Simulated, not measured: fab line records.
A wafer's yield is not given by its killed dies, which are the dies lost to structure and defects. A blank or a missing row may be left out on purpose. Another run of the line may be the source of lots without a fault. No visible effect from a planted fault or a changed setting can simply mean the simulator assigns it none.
fab line records + flow n5_finfet
record:
- lots: 7
- wafers: 21
route steps=1938 shown BEOL_M5@1140 BEOL_M6@1197 BEOL_M8@1342
start_h: hours from the record's first day to the start of the lot's first wafer shown + wait_h: hours elapsed since this lot's preceding step + " identical to the entry in the row above + L1.1+2: several wafers, shown together as one row + - no value present, or no start provided + * or withheld: withheld + < > ~ a bound
route shown NAME@n: names a module that has steps shown in the file, with the first one's number in the route + usual: average and standard deviation across the fault-free wafers + same: alike in all rows + chamber/n: place in a boat + sites: per-site readings + _std_site: the standard deviation of these + _edge_site: the outer-site mean with the inner-site mean subtracted + radius_mm: for every site, how far away it sits from the centre of the wafer + mask NAME#n: copy n + behind: tool/chamber where the wafer was last shaped + hold: what put the lot on hold/how long, in hours/how the hold closed + device: transistor that didn't switch, given as n, p or np + end of line: tests run on the same wafers once the route is complete + a step with no rows: only its recipe + killed: dies lost to structure and defects at the first sort, not the wafer's yield + map: a wafer's dies, x killed, . not, _ none there
set.NAME: setting as actually run; set.NAME@STEP: the setting as run at that earlier step + model.NAME: the simulator's own value behind a step, which no gauge read
one table per step and one row per wafer, for lots whose settings were changed on purpose
== steps ==
step: N5_BEOL_M5_COAT_66
recipe:
- resist: SiARC
- temp_c: 220
- time_s: 60
- spin_rpm: 1500
- resist_thk_nm: 12
| lot.wafer  | tool           | chamber | start_h | wait_h | set.spin_rpm | model.SiARC_of_BEOL_M5_COAT_66.thk_nm |
|------------|----------------|---------|---------|--------|--------------|---------------------------------------|
| L075.3     | litho_track-02 | 0       | -       | -      | 1626         | 11.6                                  |
| L075.4+5   | "              | 0       | "       | "      | 1500         | 12                                    |
| L077.2+5   | litho_track-02 | 0       | -       | -      | 1500         | 12                                    |
| L077.3     | "              | 0       | "       | "      | 1558         | 11.8                                  |
| L081.1     | litho_track-05 | 0       | -       | -      | 1500         | 12                                    |
| L081.2+3   | "              | 0       | "       | "      | 1437         | 12.4                                  |
| L082.1+4   | litho_track-02 | 0       | -       | -      | 1500         | 12                                    |
| L082.5     | "              | 0       | "       | "      | 1403         | 12.4                                  |
| L084.4     | litho_track-05 | 0       | -       | -      | 1500         | 12                                    |
| L084.5+6   | "              | 0       | "       | "      | 1425         | 12.2                                  |
| L090.1+3+4 | litho_track-02 | 0       | -       | -      | 1500         | 12                                    |
| L093.2+4+5 | litho_track-01 | 0       | -       | -      | 1500         | 12                                    |
step: N5_BEOL_M5_COAT_74
recipe:
- resist: underlayer
- temp_c: 205
- time_s: 60
- spin_rpm: 1500
- resist_thk_nm: 5
step: N5_BEOL_M5_COAT_22
recipe:
- resist: CAR-EUV
- spin_rpm: 1500
- resist_thk_nm: 30
step: N5_BEOL_M5_DESCUM_33
recipe:
- chemistry: O2
- time_s: 7
- source_power_w: 50
- bias_power_w: 20
- pressure_mtorr: 20
- rf_frequency_hz: 2.712e+07
- temp_c: 40
- resist: CAR-EUV
- o2_flow_sccm: 225
step: N5_BEOL_M5_ETCH_75
recipe:
- chemistry: N2/H2
- target: underlayer
- target_depth_a: 65
- mask_material: CAR-EUV
- time_s: 5.2
- ion_energy_ev: 200
- pressure_mtorr: 30
- source_w: 840
- bias_w: 150
- n2_flow_sccm: 200
- h2_flow_sccm: 200
- ends: cleared
step: N5_BEOL_M5_ETCH_67
recipe:
- chemistry: CF4
- target: SiARC
- target_depth_a: 156
- mask_material: CAR-EUV
- time_s: 26
- ion_energy_ev: 80
- pressure_mtorr: 40
- source_w: 545
- bias_w: 36
- Ar_flow_sccm: 100
- cf4_flow_sccm: 100
- ends: cleared
| lot.wafer | tool        | chamber | start_h | wait_h | set.spin_rpm@BEOL_M5_COAT_66 | model.etch.depth_nm |
|-----------|-------------|---------|---------|--------|------------------------------|---------------------|
| L075.3    | rie_diel-06 | 0       | 180.63  | 0.0    | 1626                         | 11.53               |
| L075.4    | "           | 3       | "       | "      | 1500                         | 12.02               |
| L075.5    | "           | 0       | "       | "      | 1500                         | 12.03               |
| L077.2+5  | rie_diel-04 | 0,1     | 195.05  | 0.0    | 1500                         | 11.94               |
| L077.3    | "           | 3       | "       | "      | 1558                         | 11.72               |
| L081.1    | rie_diel-02 | 0       | 214.08  | 0.0    | 1500                         | 12.05               |
| L081.2    | "           | 3       | "       | "      | 1437                         | 12.32               |
| L081.3    | "           | 2       | "       | "      | 1437                         | 12.31               |
| L082.1    | rie_diel-06 | 2       | 227.52  | 0.0    | 1500                         | 12                  |
| L082.4    | "           | 0       | "       | "      | 1500                         | 12.01               |
| L082.5    | "           | 1       | "       | "      | 1403                         | 12.43               |
| L084.4    | rie_diel-04 | 2       | 230.11  | 0.0    | 1500                         | 11.97               |
| L084.5    | "           | 0       | "       | "      | 1425                         | 12.29               |
| L084.6    | "           | 3       | "       | "      | 1425                         | 12.26               |
| L090.1    | rie_diel-04 | 3       | 289.90  | 0.0    | 1500                         | 12.05               |
| L090.3    | "           | 1       | "       | "      | 1500                         | 12.03               |
| L090.4    | "           | 2       | "       | "      | 1500                         | 12.06               |
| L093.2    | rie_diel-04 | 2       | 297.35  | 0.0    | 1500                         | 12.02               |
| L093.4    | "           | 1       | "       | "      | 1500                         | 11.99               |
| L093.5    | "           | 2       | "       | "      | 1500                         | 12.03               |
step: N5_BEOL_M6_PECVD_70
recipe:
- material: SiO2
- target_thk_a: 200
- temp_c: 400
- precursor: TEOS/O2
- pressure_torr: 5.5
- rf_w: 450
- teos_flow_sccm: 53.8
- gas: O2
- flow_sccm: 3000
- time_s: 22.7
| lot.wafer | tool     | chamber | start_h | wait_h | set.time_s | model.SiO2_of_BEOL_M6_PECVD_70.thk_nm |
|-----------|----------|---------|---------|--------|------------|---------------------------------------|
| L075.3    | pecvd-01 | 1       | 188.81  | 0.1    | 22.7       | 19.4                                  |
| L075.4    | "        | 0       | "       | "      | 22.7       | 19.6                                  |
| L075.5    | "        | 0       | "       | "      | 25.44      | 22.2                                  |
| L077.2    | pecvd-03 | 1       | 202.78  | 0.0    | 22.7       | 20                                    |
| L077.3    | "        | 1       | "       | "      | 26.06      | 23                                    |
| L077.5    | "        | 0       | "       | "      | 22.7       | 19.6                                  |
| L081.1    | pecvd-02 | 0       | 223.52  | 0.0    | 21.36      | 18.8                                  |
| L081.2    | "        | 2       | "       | "      | 22.7       | 20.6                                  |
| L081.3    | "        | 1       | "       | "      | 21.36      | 19                                    |
| L082.1    | pecvd-01 | 1       | 235.35  | 0.0    | 25.38      | 22                                    |
| L082.4    | "        | 0       | "       | "      | 22.7       | 20                                    |
| L082.5    | "        | 2       | "       | "      | 25.38      | 22.2                                  |
| L084.4    | pecvd-02 | 1       | 239.50  | 0.1    | 22.7       | 20                                    |
| L084.5    | "        | 2       | "       | "      | 19.54      | 17.8                                  |
| L084.6    | "        | 0       | "       | "      | 22.7       | 20.2                                  |
| L090.1    | pecvd-03 | 1       | 299.03  | 0.0    | 22.7       | 19.8                                  |
| L090.3    | "        | 0       | "       | "      | 22.7       | 19.4                                  |
| L090.4    | "        | 1       | "       | "      | 22.7       | 20.4                                  |
| L093.2    | pecvd-03 | 1       | 306.23  | 0.0    | 22.7       | 20                                    |
| L093.4    | "        | 1       | "       | "      | 22.7       | 19.8                                  |
| L093.5    | "        | 2       | "       | "      | 22.7       | 20.6                                  |
step: N5_BEOL_M6_HM_DEP_02
recipe:
- material: TiN
- target_thk_a: 200
- temp_c: 25
- chamber_pressure_pa: 0.49996
| lot.wafer  | tool           | chamber | start_h | wait_h | set.target_thk_a | model.TiN_of_BEOL_M6_HM_DEP_02.thk_nm |
|------------|----------------|---------|---------|--------|------------------|---------------------------------------|
| L075.3+4+5 | pvd_sputter-02 | -       | 189.89  | 1.1    | 216.3            | 21.8                                  |
| L077.2+5   | pvd_sputter-03 | -       | 203.70  | 0.9    | 200              | 20.2                                  |
| L077.3     | "              | -       | "       | "      | 200              | 20                                    |
| L081.1     | pvd_sputter-01 | -       | 224.65  | 1.1    | 200              | 19.4                                  |
| L081.2     | "              | -       | "       | "      | 187.8            | 18.4                                  |
| L081.3     | "              | -       | "       | "      | 200              | 20.2                                  |
| L082.1     | pvd_sputter-01 | -       | 237.54  | 2.2    | 200              | 20                                    |
| L082.4     | "              | -       | "       | "      | 200              | 20.6                                  |
| L082.5     | "              | -       | "       | "      | 200              | 20.2                                  |
| L084.4     | pvd_sputter-03 | -       | 240.38  | 0.9    | 200              | 20                                    |
| L084.5+6   | "              | -       | "       | "      | 200              | 20.2                                  |
| L090.1+3   | pvd_sputter-02 | -       | 303.08  | 4.0    | 200              | 19.8                                  |
| L090.4     | "              | -       | "       | "      | 200              | 19.6                                  |
| L093.2     | pvd_sputter-01 | -       | 306.99  | 0.7    | 212              | 21.2                                  |
| L093.4     | "              | -       | "       | "      | 200              | 19.8                                  |
| L093.5     | "              | -       | "       | "      | 212              | 21.4                                  |
step: N5_BEOL_M6_COAT_59
recipe:
- resist: SOC
- temp_c: 250
- time_s: 60
- spin_rpm: 1500
- resist_thk_nm: 100
step: N5_BEOL_M6_COAT_60
recipe:
- resist: SiARC
- temp_c: 220
- time_s: 60
- spin_rpm: 1500
- resist_thk_nm: 35
step: N5_BEOL_M6_STRIP_68
recipe:
- chemistry: N2/H2
- temp_c: 40
- n2_flow_sccm: 200
- h2_flow_sccm: 200
- rf_frequency_hz: 6e+07
step: N5_BEOL_M6_STRIP_67
recipe:
- chemistry: CF4
- resist: SiARC
- power_w: 300
- bias_power_w: 75
- pressure_mtorr: 50
- cf4_flow_sccm: 150
- rf_frequency_hz: 6e+07
step: N5_BEOL_M6_HM_OPEN_17
recipe:
- chemistry: Cl2/BCl3
- target_depth_a: 200
- overetch_a: 60
- target: TiN
- mask_material: SOC
- ion_energy_ev: 150
- pressure_mtorr: 10
- icp_w: 1000
- bias_w: 126
- Cl2_flow_sccm: 53.25
- bcl3_flow_sccm: 21.75
- Ar_flow_sccm: 25
| lot.wafer | tool         | chamber | start_h | wait_h | set.target_thk_a@BEOL_M6_HM_DEP_02 | model.etch.depth_nm |
|-----------|--------------|---------|---------|--------|------------------------------------|---------------------|
| L075.3    | rie_metal-03 | 0       | 190.82  | 0.1    | 216.3                              | 21.88               |
| L075.4    | "            | 1       | "       | "      | 216.3                              | 21.81               |
| L075.5    | "            | 1       | "       | "      | 216.3                              | 21.78               |
| L077.2    | rie_metal-02 | 0       | 205.11  | 0.1    | 200                                | 20.3                |
| L077.3    | "            | 0       | "       | "      | 200                                | 20.09               |
| L077.5    | "            | 0       | "       | "      | 200                                | 20.13               |
| L081.1    | rie_metal-01 | 0       | 225.56  | 0.0    | 200                                | 19.4                |
| L081.2    | "            | 1       | "       | "      | 187.8                              | 18.39               |
| L081.3    | "            | 0       | "       | "      | 200                                | 20.18               |
| L082.1    | rie_metal-01 | 1       | 238.30  | 0.0    | 200                                | 19.94               |
| L082.4    | "            | 0       | "       | "      | 200                                | 20.64               |
| L082.5    | "            | 1       | "       | "      | 200                                | 20.17               |
| L084.4    | rie_metal-01 | 1       | 241.49  | 0.1    | 200                                | 20                  |
| L084.5    | "            | 1       | "       | "      | 200                                | 20.1                |
| L084.6    | "            | 0       | "       | "      | 200                                | 20.18               |
| L090.1    | rie_metal-03 | 0       | 303.94  | 0.0    | 200                                | 19.76               |
| L090.3    | "            | 1       | "       | "      | 200                                | 19.73               |
| L090.4    | "            | 0       | "       | "      | 200                                | 19.55               |
| L093.2    | rie_metal-02 | 0       | 307.91  | 0.0    | 212                                | 21.27               |
| L093.4    | "            | 0       | "       | "      | 200                                | 19.86               |
| L093.5    | "            | 0       | "       | "      | 212                                | 21.37               |
step: N5_BEOL_M6_TRENCH_ETCH_37
recipe:
- chemistry: C4F6/O2
- target_depth_a: 944.35
- target: SiCOH_lowk
- time_s: 31.5
- ion_energy_ev: 250
- pressure_mtorr: 30
- source_w: 345
- bias_w: 185
- Ar_flow_sccm: 300
- C4F6_flow_sccm: 10
- O2_flow_sccm: 10
| lot.wafer | tool        | chamber | start_h | wait_h | set.time_s | set.target_thk_a@BEOL_M6_HM_DEP_02 | model.BEOL_M6.feature_depth_nm | model.etch.depth_nm | model.TiN_of_BEOL_M6_HM_DEP_02.thk_nm |
|-----------|-------------|---------|---------|--------|------------|------------------------------------|--------------------------------|---------------------|---------------------------------------|
| L075.3    | rie_diel-03 | 0       | -       | -      | 35.66      | 216.3                              | 103.8                          | 103.8               | 19                                    |
| L075.4    | "           | 0       | "       | "      | 31.5       | 216.3                              | 92.4                           | 92.34               | 19.2                                  |
| L075.5    | "           | 1       | "       | "      | 35.66      | 216.3                              | 108                            | 107.9               | 18.6                                  |
| L077.2    | rie_diel-01 | 1       | -       | -      | 35.34      | 200                                | 104.8                          | 104.8               | 17.2                                  |
| L077.3    | "           | 2       | "       | "      | 35.34      | 200                                | 108.6                          | 108.6               | 17                                    |
| L077.5    | "           | 3       | "       | "      | 35.34      | 200                                | 102.6                          | 102.6               | 17.2                                  |
| L081.1    | rie_diel-01 | 3       | -       | -      | 31.5       | 200                                | 90                             | 90.07               | 16.8                                  |
| L081.2    | "           | 0       | "       | "      | 31.5       | 187.8                              | 91.6                           | 91.57               | 15.8                                  |
| L081.3    | "           | 2       | "       | "      | 37.22      | 200                                | 112.4                          | 112.3               | 17                                    |
| L082.1    | rie_diel-03 | 0       | -       | -      | 25.19      | 200                                | 73.2                           | 73.29               | 17.8                                  |
| L082.4    | "           | 2       | "       | "      | 31.5       | 200                                | 95.8                           | 95.79               | 18                                    |
| L082.5    | "           | 1       | "       | "      | 25.19      | 200                                | 75.8                           | 75.78               | 18                                    |
| L084.4    | rie_diel-05 | 1       | -       | -      | 31.5       | 200                                | 89                             | 88.93               | 17.4                                  |
| L084.5    | "           | 1       | "       | "      | 34.89      | 200                                | 99.4                           | 99.32               | 17.2                                  |
| L084.6    | "           | 3       | "       | "      | 31.5       | 200                                | 93                             | 92.99               | 17.6                                  |
| L090.1    | rie_diel-01 | 2       | -       | -      | 31.5       | 200                                | 96.8                           | 96.77               | 17                                    |
| L090.3    | "           | 3       | "       | "      | 31.5       | 200                                | 92.4                           | 92.49               | 17                                    |
| L090.4    | "           | 1       | "       | "      | 31.5       | 200                                | 92.8                           | 92.83               | 16.8                                  |
| L093.2    | rie_diel-05 | 0       | -       | -      | 31.5       | 212                                | 90.2                           | 90.15               | 18.8                                  |
| L093.4    | "           | 2       | "       | "      | 36.81      | 200                                | 110.8                          | 110.8               | 16.8                                  |
| L093.5    | "           | 0       | "       | "      | 31.5       | 212                                | 91                             | 90.98               | 18.8                                  |
step: N5_BEOL_M6_ETCH_41
recipe:
- chemistry: CH3F/O2
- target: SiCN
- target_depth_a: 297
- taper_deg: 2
- time_s: 52
- ion_energy_ev: 120
- mask_material: TiN
- pressure_mtorr: 30
- source_w: 395
- bias_w: 75
- Ar_flow_sccm: 150
- CH3F_flow_sccm: 30
- O2_flow_sccm: 20
step: N5_BEOL_M6_STRIP_80
recipe:
- chemistry: N2/H2
- time_s: 10
- power_w: 450
- temp_c: 40
- pressure_mtorr: 20
- rf_frequency_hz: 6e+07
- bias_power_w: 7
- n2_flow_sccm: 200
- h2_flow_sccm: 200
step: N5_BEOL_M6_OCD_MEAS_38
usual:
- trench_depth_nm: 93.2/2.1
| lot.wafer | tool   | chamber | start_h | wait_h | set.time_s@BEOL_M6_TRENCH_ETCH_37 | trench_depth_nm |
|-----------|--------|---------|---------|--------|-----------------------------------|-----------------|
| L075.3    | ocd-02 | -       | 193.86  | -      | 35.66                             | 103.5           |
| L075.4    | "      | -       | "       | "      | 31.5                              | 92.1            |
| L075.5    | "      | -       | "       | "      | 35.66                             | 107.8           |
| L077.2    | ocd-02 | -       | 206.63  | -      | 35.34                             | 104.9           |
| L077.3    | "      | -       | "       | "      | 35.34                             | 108.3           |
| L077.5    | "      | -       | "       | "      | 35.34                             | 103.2           |
| L081.1    | ocd-01 | -       | 226.65  | -      | 31.5                              | 90.0            |
| L081.2    | "      | -       | "       | "      | 31.5                              | 91.3            |
| L081.3    | "      | -       | "       | "      | 37.22                             | 112.1           |
| L082.1    | ocd-02 | -       | 239.75  | -      | 25.19                             | 72.8            |
| L082.4    | "      | -       | "       | "      | 31.5                              | 96.0            |
| L082.5    | "      | -       | "       | "      | 25.19                             | 76.0            |
| L084.4    | ocd-01 | -       | 244.19  | -      | 31.5                              | 89.1            |
| L084.5    | "      | -       | "       | "      | 34.89                             | 99.4            |
| L084.6    | "      | -       | "       | "      | 31.5                              | 92.9            |
| L090.1    | ocd-02 | -       | 306.76  | -      | 31.5                              | 96.7            |
| L090.3    | "      | -       | "       | "      | 31.5                              | 92.9            |
| L090.4    | "      | -       | "       | "      | 31.5                              | 93.1            |
| L093.2    | ocd-02 | -       | 310.91  | -      | 31.5                              | 90.2            |
| L093.4    | "      | -       | "       | "      | 36.81                             | 110.9           |
| L093.5    | "      | -       | "       | "      | 31.5                              | 91.2            |
step: N5_BEOL_M6_HM_STRIP_39
recipe:
- chemistry: peroxide_tin_strip
- material: TiN
- target_depth_a: 250
- temp_c: 50
- time_s: 158
step: N5_BEOL_M6_SRD_40
recipe:
- time_s: 30
- temp_c: 23
- rinse_liquid: diw
- dry: ipa_marangoni
step: N5_BEOL_M6_ECD_50
recipe:
- material: Cu
- target_thk_a: 3000
step: N5_BEOL_M6_ANNEAL_51
recipe:
- temp_c: 225
- time_s: 90
- ambient: N2
step: N5_BEOL_M6_CMP_52
recipe:
- stop_on: SiCOH_lowk
- t_overpolish_s: 6.9
- down_force_psi: 1
- platen_rpm: 50
- clearing_platen_down_force_psi: 1.5
- clearing_platen_rpm: 50
- post_cmp_clean: cu_alkaline
- target_thk_nm: 80
- clearing_platen_pad_velocity_m_s: 0.99484
- pad_velocity_m_s: 0.99484
| lot.wafer | tool   | chamber | start_h | wait_h | set.time_s@BEOL_M6_TRENCH_ETCH_37 | model.Cu_of_BEOL_M6_ECD_50.thk_nm |
|-----------|--------|---------|---------|--------|-----------------------------------|-----------------------------------|
| L075.3    | cmp-01 | 2       | 197.26  | 0.3    | 35.66                             | 89.8                              |
| L075.4    | "      | 3       | "       | "      | 31.5                              | 78.4                              |
| L075.5    | "      | 0       | "       | "      | 35.66                             | 91                                |
| L077.2    | cmp-01 | 1       | 209.53  | 0.2    | 35.34                             | 90                                |
| L077.3    | "      | 3       | "       | "      | 35.34                             | 94.2                              |
| L077.5    | "      | 1       | "       | "      | 35.34                             | 88.2                              |
| L081.3    | cmp-03 | 0       | 229.08  | 0.2    | 37.22                             | 97.6                              |
| L081.1    | "      | 1       | "       | "      | 31.5                              | 73.4                              |
| L081.2    | "      | 3       | "       | "      | 31.5                              | 75.2                              |
| L082.4    | cmp-01 | 1       | 243.69  | 0.1    | 31.5                              | 80.4                              |
| L082.1    | "      | 2       | "       | "      | 25.19                             | 58.2                              |
| L082.5    | "      | 2       | "       | "      | 25.19                             | 61.8                              |
| L084.4    | cmp-01 | 0       | 247.40  | 0.2    | 31.5                              | 72.2                              |
| L084.6    | "      | 2       | "       | "      | 31.5                              | 78.2                              |
| L084.5    | "      | 3       | "       | "      | 34.89                             | 84.8                              |
| L090.3    | cmp-03 | 2       | 312.05  | 0.2    | 31.5                              | 78.6                              |
| L090.4    | "      | 0       | "       | "      | 31.5                              | 80.6                              |
| L090.1    | "      | 1       | "       | "      | 31.5                              | 82.4                              |
| L093.4    | cmp-03 | 2       | 314.38  | 0.4    | 36.81                             | 95.4                              |
| L093.2    | "      | 3       | "       | "      | 31.5                              | 75.8                              |
| L093.5    | "      | 1       | "       | "      | 31.5                              | 75.4                              |
step: N5_BEOL_M6_THK_MEAS_53
recipe:
- thk_meas_gauge: xrf
- reads: Cu_of_BEOL_M6_ECD_50
usual:
- M6_THK: 78.3/2.6
| lot.wafer | tool          | chamber | start_h | wait_h | set.time_s@BEOL_M6_TRENCH_ETCH_37 | M6_THK[nm] |
|-----------|---------------|---------|---------|--------|-----------------------------------|------------|
| L075.3    | film_metro-01 | -       | 197.48  | -      | 35.66                             | 87.9       |
| L075.4    | "             | -       | "       | "      | 31.5                              | 76.6       |
| L075.5    | "             | -       | "       | "      | 35.66                             | 89.0       |
| L077.2    | film_metro-02 | -       | 209.83  | -      | 35.34                             | 89.5       |
| L077.3    | "             | -       | "       | "      | 35.34                             | 93.4       |
| L077.5    | "             | -       | "       | "      | 35.34                             | 87.9       |
| L081.1    | film_metro-02 | -       | 229.38  | -      | 31.5                              | 73.7       |
| L081.2    | "             | -       | "       | "      | 31.5                              | 75.4       |
| L081.3    | "             | -       | "       | "      | 37.22                             | 98.1       |
| L082.1    | film_metro-02 | -       | 243.98  | -      | 25.19                             | 58.7       |
| L082.4    | "             | -       | "       | "      | 31.5                              | 81.2       |
| L082.5    | "             | -       | "       | "      | 25.19                             | 62.2       |
| L084.4    | film_metro-02 | -       | 247.62  | -      | 31.5                              | 72.2       |
| L084.5    | "             | -       | "       | "      | 34.89                             | 85.1       |
| L084.6    | "             | -       | "       | "      | 31.5                              | 78.7       |
| L090.1    | film_metro-02 | -       | 312.35  | -      | 31.5                              | 82.7       |
| L090.3    | "             | -       | "       | "      | 31.5                              | 78.9       |
| L090.4    | "             | -       | "       | "      | 31.5                              | 80.6       |
| L093.2    | film_metro-01 | -       | 314.60  | -      | 31.5                              | 74.9       |
| L093.4    | "             | -       | "       | "      | 36.81                             | 94.2       |
| L093.5    | "             | -       | "       | "      | 31.5                              | 74.6       |
step: N5_BEOL_M6_PRE_CLEAN_55
recipe:
- gas: NH3
- time_s: 15
- temp_c: withheld
- rf_power_w: 300
step: N5_BEOL_M6_DEP_56
recipe:
- material: SiCN
- target_thk_a: 100
- temp_c: withheld
- precursor: 3MS/NH3
- pressure_torr: 3
- rf_w: 202
- time_s: 17.5
step: N5_BEOL_M6_RS_MEAS_57
recipe:
- thk_meas_gauge: four-point-probe
- reads: Cu_of_BEOL_M6_ECD_50+Co_of_BEOL_M6_CVD_78+TaN_of_BEOL_M6_ALD_77
usual:
- M6_RS: 0.294/0.011
| lot.wafer | tool          | chamber | start_h | wait_h | set.time_s@BEOL_M6_TRENCH_ETCH_37 | M6_RS[ohm/sq] |
|-----------|---------------|---------|---------|--------|-----------------------------------|---------------|
| L075.3    | film_metro-02 | -       | 197.61  | 0.1    | 35.66                             | 0.250         |
| L075.4    | "             | -       | "       | "      | 31.5                              | 0.293         |
| L075.5    | "             | -       | "       | "      | 35.66                             | 0.246         |
| L077.2    | film_metro-01 | -       | 209.96  | 0.1    | 35.34                             | 0.249         |
| L077.3    | "             | -       | "       | "      | 35.34                             | 0.237         |
| L077.5    | "             | -       | "       | "      | 35.34                             | 0.256         |
| L081.1    | film_metro-01 | -       | 229.51  | 0.1    | 31.5                              | 0.318         |
| L081.2    | "             | -       | "       | "      | 31.5                              | 0.308         |
| L081.3    | "             | -       | "       | "      | 37.22                             | 0.227         |
| L082.1    | film_metro-01 | -       | 244.12  | 0.1    | 25.19                             | 0.419         |
| L082.4    | "             | -       | "       | "      | 31.5                              | 0.285         |
| L082.5    | "             | -       | "       | "      | 25.19                             | 0.389         |
| L084.4    | film_metro-01 | -       | 247.76  | 0.0    | 31.5                              | 0.323         |
| L084.5    | "             | -       | "       | "      | 34.89                             | 0.267         |
| L084.6    | "             | -       | "       | "      | 31.5                              | 0.294         |
| L090.1    | film_metro-01 | -       | 312.48  | 0.1    | 31.5                              | 0.277         |
| L090.3    | "             | -       | "       | "      | 31.5                              | 0.293         |
| L090.4    | "             | -       | "       | "      | 31.5                              | 0.285         |
| L093.2    | film_metro-02 | -       | 314.73  | 0.1    | 31.5                              | 0.306         |
| L093.4    | "             | -       | "       | "      | 36.81                             | 0.234         |
| L093.5    | "             | -       | "       | "      | 31.5                              | 0.307         |
step: N5_BEOL_M8_EXPOSE_08
recipe:
- mask_id: M8
- na: 1.35
- source_shape: dipole
- sigma_inner: 0.817
- sigma_outer: 0.97
- polarization: te
- dose_mj: 68.25
| lot.wafer  | tool            | chamber | start_h | wait_h | mask | set.dose_mj |
|------------|-----------------|---------|---------|--------|------|-------------|
| L075.3+4+5 | arfi_scanner-02 | 0       | 208.60  | -      | M8#0 | 68.25       |
| L077.2+3+5 | arfi_scanner-01 | 0       | 221.27  | -      | M8#0 | 68.25       |
| L081.1+2+3 | arfi_scanner-03 | 0       | 240.39  | -      | M8#0 | 68.25       |
| L082.1+4+5 | arfi_scanner-03 | 0       | 254.38  | -      | M8#0 | 68.25       |
| L084.4+6   | arfi_scanner-02 | 0       | 256.46  | -      | M8#0 | 68.25       |
| L084.5     | "               | 0       | "       | "      | M8#0 | 64.82       |
| L090.1+3+4 | arfi_scanner-02 | 0       | 325.38  | -      | M8#0 | 68.25       |
| L093.2+4   | arfi_scanner-01 | 0       | 325.62  | -      | M8#0 | 63.17       |
| L093.5     | "               | 0       | "       | "      | M8#0 | 68.25       |
== key ==
split:
- step: N5_BEOL_M5_COAT_66
- setting: spin_rpm
- stated: 1500
- by: wafer
response:
- step: N5_BEOL_M5_COAT_66
- reading: model.SiARC_of_BEOL_M5_COAT_66.thk_nm
- change: -0.0553
- per: 1%
- r: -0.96
response:
- step: N5_BEOL_M5_ETCH_67
- reading: model.etch.depth_nm
- change: -0.061
- per: 1%
- r: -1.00
split:
- step: N5_BEOL_M6_PECVD_70
- setting: time_s
- stated: 22.7
- by: wafer
response:
- step: N5_BEOL_M6_PECVD_70
- reading: model.SiO2_of_BEOL_M6_PECVD_70.thk_nm
- change: +0.2
- per: 1%
- r: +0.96
split:
- step: N5_BEOL_M6_HM_DEP_02
- setting: target_thk_a
- stated: 200
- by: wafer
response:
- step: N5_BEOL_M6_HM_DEP_02
- reading: model.TiN_of_BEOL_M6_HM_DEP_02.thk_nm
- change: +0.24
- per: 1%
- r: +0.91
response:
- step: N5_BEOL_M6_HM_OPEN_17
- reading: model.etch.depth_nm
- change: +0.236
- per: 1%
- r: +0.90
response:
- step: N5_BEOL_M6_TRENCH_ETCH_37
- reading: model.TiN_of_BEOL_M6_HM_DEP_02.thk_nm
- change: +0.256
- per: 1%
- r: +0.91
split:
- step: N5_BEOL_M6_TRENCH_ETCH_37
- setting: time_s
- stated: 31.5
- by: wafer
response:
- step: N5_BEOL_M6_TRENCH_ETCH_37
- reading: model.BEOL_M6.feature_depth_nm
- change: +1.09
- per: 1%
- r: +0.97
response:
- step: N5_BEOL_M6_TRENCH_ETCH_37
- reading: model.etch.depth_nm
- change: +1.09
- per: 1%
- r: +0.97
response:
- step: N5_BEOL_M6_OCD_MEAS_38
- reading: trench_depth_nm
- change: +1.1
- per: 1%
- r: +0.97
response:
- step: N5_BEOL_M6_CMP_52
- reading: model.Cu_of_BEOL_M6_ECD_50.thk_nm
- change: +1.09
- per: 1%
- r: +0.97
response:
- step: N5_BEOL_M6_THK_MEAS_53
- reading: M6_THK
- change: +1.1
- per: 1%
- r: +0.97
response:
- step: N5_BEOL_M6_RS_MEAS_57
- reading: M6_RS
- change: -0.00476
- per: 1%
- r: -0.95
split:
- step: N5_BEOL_M8_EXPOSE_08
- setting: dose_mj
- stated: 68.25
- by: wafer
response none in this file
